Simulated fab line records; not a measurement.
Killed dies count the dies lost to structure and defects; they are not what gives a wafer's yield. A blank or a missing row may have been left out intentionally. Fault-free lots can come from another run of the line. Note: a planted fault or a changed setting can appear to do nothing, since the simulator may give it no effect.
fab line records ; flow nandHarc
record: lots: 11; wafers: 33; lastDay: 32
route steps=1302 shown A_CHANNEL_HOLE_D1@461
lots that met no fault: taken from a fault-free run of the same line
startH: the number of hours between the record's first day and the start of the first shown wafer of the lot ; waitH: hours from the lot's prior step to this one ; " as in the row above ; L1.1+2: several wafers, shown together as one row ; - either no value or no given start ; * or withheld: withheld ; < > ~ a bound
route shown NAME@n: a module of which the file shows steps, and the number in the route of the first ; usual: average and standard deviation across the fault-free wafers ; same: alike in all rows ; chamber/n: place in a boat ; sites: each site's reading ; _std_site: standard deviation across them ; _edge_site: the outer-site mean with the inner-site mean subtracted ; radiusMm: how far each site lies from the wafer's centre ; mask NAME#n: copy n ; behind: tool/chamber where the wafer was last shaped ; hold: the reason the lot was held/the length of the hold in hours/how it ended ; device: which transistor (n, p or np) failed to switch ; end of line: tests of these same wafers at the route's end ; for a step that has no rows: nothing shown but its recipe ; killed: not the wafer's yield, but the dies lost to structure and defects at the first sort ; map: dies across one wafer; x = killed, . = not, _ = none there
set.NAME: the run value of the setting; set.NAME@STEP: its run value at that earlier step ; model.NAME: the simulator's own value behind a step, which no gauge read
one table for each step of the route and one row for each wafer, over a sample of lots
services: from which hour (startH, from the record's first day; less than 0 if before it) a tool's chamber was out of use, for how many hours, and why
== steps ==
step: NHARC_A_CHANNEL_HOLE_D1_DEVELOP_09
recipe: developTimeS: 35; devTempC: 23
lot.wafer;tool;chamber;startH;waitH
L171.1+4+6;lithoTrack-01;0;191;-
L172.2+4+5;lithoTrack-01;0;203;-
L173.1+2+5;lithoTrack-06;0;203;-
L174.2+5+6;lithoTrack-04;0;221;-
L177.2+4+5;lithoTrack-06;0;258;-
L178.2+5+6;lithoTrack-04;0;267;-
L179.1+4+6;lithoTrack-01;0;273;-
L180.1+3+6;lithoTrack-01;0;281;-
L187.2+5+6;lithoTrack-01;0;362;-
L188.1+2+3;lithoTrack-06;0;364;-
L190.1+4+5;lithoTrack-01;0;377;-
step: NHARC_A_CHANNEL_HOLE_D1_CD_MEAS_10
recipe: targetCdNm: 100; landingEnergyEv: 500
usual: cdNm: 99.8/0.47
lot.wafer;tool;chamber;startH;waitH;hold;cdNm
L171.1;cdSem-02;0;191.58;-;-;100.2
L171.4;cdSem-02;0;191.58;-;-;100.7
L171.6;cdSem-02;0;191.58;-;-;100.1
L172.2;cdSem-02;0;203.59;-;-;99.6
L172.4;cdSem-02;0;203.59;-;-;99.5
L172.5;cdSem-02;0;203.59;-;-;100.1
L173.1;cdSem-01;0;203.92;-;-;100.0
L173.2;cdSem-01;0;203.92;-;-;99.9
L173.5;cdSem-01;0;203.92;-;-;99.1
L174.2;cdSem-01;0;221.30;-;-;99.5
L174.5;cdSem-01;0;221.30;-;-;99.7
L174.6;cdSem-01;0;221.30;-;-;100.0
L177.2;cdSem-02;0;258.90;-;-;100.7
L177.4;cdSem-02;0;258.90;-;-;100.2
L177.5;cdSem-02;0;258.90;-;-;100.5
L178.2;cdSem-02;0;267.63;-;-;99.9
L178.5;cdSem-02;0;267.63;-;-;100.1
L178.6;cdSem-02;0;267.63;-;-;100.3
L179.1;cdSem-03;0;273.22;-;-;99.6
L179.4;cdSem-03;0;273.22;-;-;100.1
L179.6;cdSem-03;0;273.22;-;-;100.0
L180.1;cdSem-02;0;281.67;-;-;98.9
L180.3;cdSem-02;0;281.67;-;-;99.3
L180.6;cdSem-02;0;281.67;-;-;99.9
L187.2;cdSem-02;0;362.95;-;awaitDispo/0.2h/release;97.9
L187.5;cdSem-02;0;362.95;-;awaitDispo/0.2h/release;98.4
L187.6;cdSem-02;0;362.95;-;awaitDispo/0.2h/release;98.2
L187.2;cdSem-02;0;-;-;-;98.1
L187.5;cdSem-02;0;-;-;-;98.3
L187.6;cdSem-02;0;-;-;-;98.0
L188.1;cdSem-03;0;364.86;-;-;99.8
L188.2;cdSem-03;0;364.86;-;-;99.4
L188.3;cdSem-03;0;364.86;-;-;99.5
L190.1;cdSem-02;0;377.73;-;-;98.6
L190.4;cdSem-02;0;377.73;-;-;98.4
L190.5;cdSem-02;0;377.73;-;-;98.3
step: NHARC_A_CHANNEL_HOLE_D1_ETCH_16
recipe: targetDepthA: 31000; overEtchFrac: 0.3; timeS: 806; ionEnergyEv: 150; o2FlowSccm: 400; cosFlowSccm: 20; arFlowSccm: 0; rfW: 500; biasW: 300; chemistry: O2/COS
usual: drypumpMotorCurrentA: 5.99/0.29; oesProductAu: 0.999/0.011; rfVppV: 314.6/2; showerheadPlenumPTorr: 3.15/0.14; throttleValvePct: 28.330/0.0088
lot.wafer;tool;chamber;startH;waitH;drypumpMotorCurrentA;oesProductAu;rfHoursCounterH;rfVppV;showerheadPlenumPTorr;throttleValvePct
L171.1;rieDiel-12;1;-;-;5.83;0.988;9;317.7;3.26;28.336
L171.4;rieDiel-12;3;-;-;6.14;1.011;7;313.0;2.98;28.311
L171.6;rieDiel-12;2;-;-;5.86;1.009;-;316.8;3.31;28.314
L172.2;rieDiel-12;2;-;-;5.82;0.997;12;317.7;3.31;28.324
L172.4;rieDiel-12;3;-;-;6.14;0.986;8;311.5;2.98;28.322
L172.5;rieDiel-12;0;-;-;6.10;1.004;-;316.4;3.22;28.332
L173.1;rieDiel-12;1;-;-;5.78;0.986;11;316.0;3.26;28.333
L173.2;rieDiel-12;2;-;-;5.93;1.010;12;315.6;3.31;28.323
L173.5;rieDiel-12;1;-;-;5.87;0.983;-;315.1;3.26;28.324
L174.2;rieDiel-07;2;-;-;5.68;1.005;30;318.0;3.33;28.332
L174.6;rieDiel-07;0;-;-;6.22;0.993;-;313.9;3.00;28.326
L174.5;rieDiel-07;1;-;-;6.66;1.021;-;313.1;2.97;28.332
L177.4;rieDiel-07;2;-;-;5.66;0.992;41;316.6;3.32;28.338
L177.2;rieDiel-07;3;-;-;5.63;1.002;45;313.4;3.07;28.339
L177.5;rieDiel-07;0;-;-;6.17;0.987;-;312.8;3.00;28.344
L178.2;rieDiel-12;1;-;-;5.81;0.978;16;315.7;3.26;28.344
L178.5;rieDiel-12;3;-;-;6.16;0.994;-;311.2;2.97;28.310
L178.6;rieDiel-12;0;-;-;6.06;1.002;-;316.1;3.22;28.328
L179.1;rieDiel-07;0;-;-;6.22;0.999;48;312.9;3.00;28.324
L179.4;rieDiel-07;1;-;-;6.68;1.015;46;312.3;2.96;28.319
L179.6;rieDiel-07;2;-;-;5.67;1.011;-;317.1;3.32;28.326
L180.3;rieDiel-07;1;-;-;6.64;1.033;51;311.8;2.96;28.345
L180.1;rieDiel-07;2;-;-;5.65;0.996;55;317.2;3.32;28.311
L180.6;rieDiel-07;2;-;-;5.66;1.003;-;318.7;3.32;28.325
L188.3;rieDiel-07;3;-;-;5.61;1.011;25;313.3;3.05;28.343
L188.1;rieDiel-07;1;-;-;6.65;1.011;22;312.4;2.95;28.337
L188.2;rieDiel-07;2;-;-;5.68;0.997;26;316.4;3.30;28.329
L187.2;rieDiel-12;0;-;-;6.04;1.000;6;315.4;3.21;28.330
L187.6;rieDiel-12;2;-;-;5.88;1.013;-;316.3;3.30;28.324
L187.5;rieDiel-12;3;-;-;6.15;1.009;-;311.4;2.97;28.338
L190.1;rieDiel-06;0;-;-;6.08;0.991;23;314.4;3.16;28.333
L190.4;rieDiel-06;1;-;-;6.16;1.006;28;314.3;3.08;28.324
L190.5;rieDiel-06;0;-;-;6.09;0.983;-;314.8;3.17;28.329
step: NHARC_A_CHANNEL_HOLE_D1_ETCH_22
recipe: biasV: 3000; sourceW: withheld; pressureMtorr: 20; timeS: 666.7; arFlowSccm: 375; c4f8FlowSccm: 89.3; o2FlowSccm: 35.7; tempC: -20; targetDepthA: 16000; chemistry: C4F8/O2/Ar
usual: drypumpMotorCurrentA: 5.6/0.33; showerheadPlenumPTorr: 3.62/0.11; throttleValvePct: 32.155/0.0086
lot.wafer;tool;chamber;startH;waitH;drypumpMotorCurrentA;rfHoursCounterH;showerheadPlenumPTorr;throttleValvePct
L171.1;harEtch-02;0;194.41;0.4;6.1;304;3.72;32.163
L171.4;harEtch-02;0;194.41;0.4;6.1;-;3.72;32.152
L171.6;harEtch-02;0;194.41;0.4;6.1;-;3.72;32.153
L172.2;harEtch-02;0;205.95;0.4;6.2;308;3.72;32.161
L172.4;harEtch-02;0;205.95;0.4;6.1;-;3.72;32.159
L172.5;harEtch-02;0;205.95;0.4;6.1;-;3.72;32.153
L173.2;harEtch-01;0;206.59;0.4;5.4;103;3.64;32.157
L173.1;harEtch-01;1;206.59;0.4;5.4;103;3.72;32.155
L173.5;harEtch-01;1;206.59;0.4;5.4;-;3.72;32.155
L174.2;harEtch-02;0;224.60;0.8;6.1;-;3.71;32.169
L174.5;harEtch-02;0;224.60;0.8;6.1;-;3.71;32.150
L174.6;harEtch-02;0;224.60;0.8;6.2;-;3.71;32.158
L177.2;harEtch-01;1;263.05;0.4;5.4;137;3.71;32.169
L177.4;harEtch-01;1;263.05;0.4;5.4;-;3.71;32.152
L177.5;harEtch-01;1;263.05;0.4;5.4;-;3.71;32.162
L178.2;harEtch-02;1;270.38;0.4;5.4;339;3.46;32.150
L178.5;harEtch-02;0;270.38;0.4;6.1;-;3.70;32.154
L178.6;harEtch-02;1;270.38;0.4;5.4;-;3.46;32.143
L179.1;harEtch-01;0;279.99;0.4;5.4;149;3.61;32.161
L179.4;harEtch-01;1;279.99;0.4;5.4;-;3.70;32.150
L179.6;harEtch-01;1;279.99;0.4;5.4;-;3.70;32.133
L180.1;harEtch-01;0;284.14;0.4;5.4;153;3.61;32.152
L180.3;harEtch-01;0;284.14;0.4;5.4;-;3.61;32.160
L180.6;harEtch-01;0;284.14;0.4;5.4;-;3.61;32.169
L188.2;harEtch-02;0;369.31;0.4;6.1;400;3.67;32.168
L188.1;harEtch-02;1;369.31;0.4;5.4;392;3.43;32.151
L188.3;harEtch-02;0;369.31;0.4;6.1;-;3.67;32.159
L187.2;harEtch-02;1;372.83;0.4;5.4;388;3.43;32.155
L187.5;harEtch-02;0;372.83;0.4;6.1;-;3.67;32.162
L187.6;harEtch-02;1;372.83;0.4;5.4;-;3.43;32.143
L190.1;harEtch-01;1;379.98;0.4;5.4;203;3.67;32.163
L190.4;harEtch-01;0;379.98;0.4;5.4;-;3.58;32.145
L190.5;harEtch-01;1;379.98;0.4;5.4;-;3.67;32.156
step: NHARC_A_CHANNEL_HOLE_D1_ETCH_44
recipe: targetDepthA: 1400; overetchA: 140; timeS: 77; ionEnergyEv: 100; cf4FlowSccm: 80; o2FlowSccm: 20; arFlowSccm: 0; rfW: 300; biasW: 100; chemistry: CF4/O2
usual: drypumpMotorCurrentA: 6.0/0.32; oes_ar_750_au: 1.000/0.0047; oes_f_703_au: 1.000/0.0045; oes_o_777_au: 1.000/0.0046; oesProductAu: 0.998/0.0099; rfVppV: 197.9/1.3; showerheadPlenumPTorr: 1.35/0.054; throttleValvePct: 13.397/0.0081
lot.wafer;tool;chamber;startH;waitH;drypumpMotorCurrentA;oes_ar_750_au;oes_f_703_au;oes_o_777_au;oesProductAu;rfHoursCounterH;rfVppV;showerheadPlenumPTorr;throttleValvePct
L171.4;rieDiel-06;3;198.46;0.1;6.1;0.989;0.997;0.988;0.995;15;197.9;1.34;13.391
L171.1;rieDiel-06;1;198.46;0.1;6.2;0.989;0.995;1.003;0.999;18;198.4;1.33;13.415
L171.6;rieDiel-06;2;198.46;0.1;5.0;1.001;1.000;1.003;0.993;-;197.2;1.35;13.386
L172.2;rieDiel-12;3;209.79;0.1;6.1;0.997;1.004;1.003;1.001;9;197.5;1.27;13.386
L172.4;rieDiel-12;0;209.79;0.1;6.0;1.000;0.997;1.008;1.015;12;199.2;1.38;13.396
L172.5;rieDiel-12;0;209.79;0.1;6.0;0.998;0.997;1.012;0.999;-;198.4;1.38;13.384
L173.2;rieDiel-07;2;210.44;0.1;5.6;1.003;1.008;1.004;1.000;27;200.2;1.43;13.402
L173.1;rieDiel-07;3;210.44;0.1;5.6;0.997;1.000;0.999;1.009;32;197.7;1.32;13.417
L173.5;rieDiel-07;2;210.44;0.1;5.7;1.003;1.006;0.997;0.998;-;199.1;1.43;13.396
L174.2;rieDiel-12;2;231.63;0.1;5.8;1.005;0.999;0.997;1.007;14;199.5;1.42;13.377
L174.6;rieDiel-12;3;231.63;0.1;6.1;0.997;0.996;1.002;1.007;-;196.5;1.27;13.391
L174.5;rieDiel-12;0;231.63;0.1;6.1;0.991;1.006;0.994;0.997;-;197.6;1.38;13.395
L177.2;rieDiel-07;1;266.92;0.1;6.6;0.994;0.999;1.001;1.010;39;196.2;1.27;13.405
L177.4;rieDiel-07;2;266.92;0.1;5.6;1.003;0.997;0.995;1.001;43;197.9;1.42;13.383
L177.5;rieDiel-07;2;266.92;0.1;5.6;0.997;0.989;1.005;0.993;-;199.2;1.42;13.392
L178.2;rieDiel-06;0;274.47;0.1;6.1;1.002;1.000;1.001;0.999;33;199.2;1.36;13.391
L178.5;rieDiel-06;3;274.47;0.1;6.0;0.996;0.994;0.993;1.001;-;199.0;1.33;13.401
L178.6;rieDiel-06;0;274.47;0.1;6.1;0.998;1.002;1.002;0.995;-;196.1;1.36;13.411
L179.1;rieDiel-12;3;283.84;0.0;6.1;1.001;0.998;1.007;0.999;0;196.3;1.27;13.409
L179.4;rieDiel-12;1;283.84;0.0;5.8;0.995;0.997;0.998;0.991;1;197.8;1.39;13.388
L179.6;rieDiel-12;3;283.84;0.0;6.1;0.995;0.998;0.997;0.996;-;197.0;1.27;13.398
L180.3;rieDiel-12;1;288.00;0.1;5.8;1.001;0.998;1.002;0.980;1;199.8;1.39;13.400
L180.1;rieDiel-12;0;288.00;0.1;6.1;0.999;1.007;0.998;0.997;1;197.8;1.38;13.403
L180.6;rieDiel-12;2;288.00;0.1;5.8;1.001;0.997;0.997;1.001;-;199.2;1.42;13.389
L188.1;rieDiel-07;1;373.18;0.0;6.6;1.005;1.000;1.002;1.021;25;196.7;1.26;13.399
L188.3;rieDiel-07;2;373.18;0.0;5.7;0.996;0.998;0.999;1.005;29;199.2;1.41;13.388
L188.2;rieDiel-07;3;373.18;0.0;5.6;0.998;0.999;0.998;1.007;28;196.1;1.30;13.401
L187.2;rieDiel-12;0;377.54;0.0;6.1;0.991;0.999;0.999;1.006;7;198.6;1.38;13.389
L187.5;rieDiel-12;0;377.54;0.0;6.1;0.998;1.001;1.000;1.006;-;198.5;1.38;13.399
L187.6;rieDiel-12;1;377.54;0.0;5.8;0.996;1.002;0.998;0.986;-;198.7;1.39;13.394
L190.4;rieDiel-12;1;383.86;0.1;5.8;1.009;0.995;0.992;0.986;8;200.0;1.39;13.386
L190.1;rieDiel-12;3;383.86;0.1;6.1;0.993;1.005;1.001;1.009;9;196.7;1.27;13.405
L190.5;rieDiel-12;1;383.86;0.1;5.8;1.003;0.998;1.006;0.979;-;199.2;1.39;13.396
== services ==
tool;chamber;startH;hours;kind
rieDiel-12;0;174.16;-;clean
rieDiel-12;1;174.16;-;clean
rieDiel-12;2;174.16;-;clean
rieDiel-12;3;174.16;-;clean
lithoTrack-06;-;179.00;7.0;pm
rieDiel-12;0;198.66;-;clean
rieDiel-12;1;198.66;-;clean
rieDiel-12;2;198.66;-;clean
rieDiel-12;3;198.66;-;clean
lithoTrack-04;-;203.00;7.0;pm
rieDiel-12;0;223.16;-;clean
rieDiel-07;0;256.75;2.1;repair
rieDiel-06;0;257.11;14.3;repair
rieDiel-12;-;268.69;9.0;pm
rieDiel-07;-;294.25;9.0;pm
rieDiel-06;-;307.33;9.0;pm
rieDiel-12;0;315.35;6.9;repair
lithoTrack-01;-;330.00;7.0;pm
rieDiel-12;2;352.80;5.7;repair
lithoTrack-06;-;354.00;7.0;pm
rieDiel-06;0;361.16;15.7;repair
rieDiel-12;3;373.11;1.5;repair
harEtch-02;-;377.00;17.0;pm
lithoTrack-04;-;378.00;7.0;pm
== key ==
firstSign: step: NHARC_A_CHANNEL_HOLE_D1_CD_MEAS_10; reading: visit; direction: added; through: controlLoop
effect: step: NHARC_A_CHANNEL_HOLE_D1_CD_MEAS_10; reading: cdNm; direction: down; sigmas: 3.2; usual: 99.8; struck: 98.3; through: controlLoop
metAt NHARC_A_CHANNEL_HOLE_D1_DEVELOP_09
struckLots L187,L190
testerLeftOut L187,L190
loopTrim: step: NHARC_A_CHANNEL_HOLE_D1_EXPOSE_07; setting: dose; lots: L190
notActingAt NHARC_A_CHANNEL_HOLE_D1_ETCH_16,NHARC_A_CHANNEL_HOLE_D1_ETCH_22,NHARC_A_CHANNEL_HOLE_D1_ETCH_44
onsetBetween 281 362
fault: kind: processParameterDrift; tool: lithoTrack-01; chamber: -; onsetH: 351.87; steps: NHARC_A_CHANNEL_HOLE_D1_DEVELOP_09; channel: developTimeS; offset: *; shape: step; endH: 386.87; actsIn: *; stated: *
testerLeftOut: of these lots the tester's yield and bins aren't shown, on N5 and GAA mostly nor the transistor test; their killed dies are dies lost to structure and defects alone, not to doping, threshold or leakage, so they don't give the yield
loopTrim: a control loop set the setting to another value than it would have without faults
